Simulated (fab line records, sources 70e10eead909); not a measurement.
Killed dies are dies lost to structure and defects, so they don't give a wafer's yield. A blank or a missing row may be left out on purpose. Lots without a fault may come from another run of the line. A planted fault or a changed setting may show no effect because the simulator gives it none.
Chamber matching | flow nand_harc | NHARC_P_STI_ETCH_15 on rie_si-04: 4 sister chambers
The step etches the open film in HBr/Cl2, target depth 300 nm, time 100.1 s. 8 wafers are shown with their chamber, then 11 later ones without.

WAFERS WITH THEIR CHAMBER
wafer  | chamber | drypump_motor_current_A (A) | oes_product_au (a.u.)
L083.5 | 3       | 5.7                         | 0.997
L085.2 | 1       | 5.0                         | 1.014
L085.3 | 0       | 5.9                         | 1.009
L085.4 | 2       | 5.0                         | 1.021
L086.1 | 1       | 5.1                         | 1.004
L086.4 | 0       | 5.9                         | 0.991
L086.5 | 3       | 5.7                         | 1.013
L089.2 | 2       | 5.0                         | 1.011

WAFERS WITHOUT THEIR CHAMBER
wafer  | drypump_motor_current_A (A) | oes_product_au (a.u.)
L089.5 | 5.1                         | 1.020
L089.6 | 5.9                         | 0.981
L092.1 | 5.7                         | 0.994
L092.2 | 5.0                         | 0.995
L092.4 | 5.9                         | 0.978
L092.3 | 5.1                         | 1.015
L092.5 | 5.1                         | 1.010
L092.6 | 5.9                         | 0.982
L095.2 | 5.7                         | 1.007
L095.4 | 5.0                         | 1.003
L095.5 | 5.9                         | 0.990

WHICH CHAMBER EACH WENT THROUGH
wafer  | from the rows above     | in truth
L089.5 | can't be placed: 1 or 2 | 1
L089.6 | 0                       | 0
L092.1 | 3                       | 3
L092.2 | can't be placed: 1 or 2 | 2
L092.4 | 0                       | 0
L092.3 | can't be placed: 1 or 2 | 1
L092.5 | can't be placed: 1 or 2 | 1
L092.6 | 0                       | 0
L095.2 | 3                       | 3
L095.4 | can't be placed: 2 or 1 | 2
L095.5 | 0                       | 0
Placed correctly: 6 of 11. Can't be placed from these rows: 5 (the true chamber is among the candidates in 5). Placed wrongly: 0.
How it was worked out, from the rows above alone: a wafer's distance from a chamber is the root of the sum, over the readings, of the square of ((its reading less the chamber's mean) divided by the reading's scatter). The wafer belongs to the nearest chamber; if the next one is less than 2 further off, it can't be placed. A chamber's mean is the mean of its shown wafers. The scatter: the root of (the sum of the squares of (reading less its chamber's mean) over the shown wafers, divided by (wafers less chambers)).
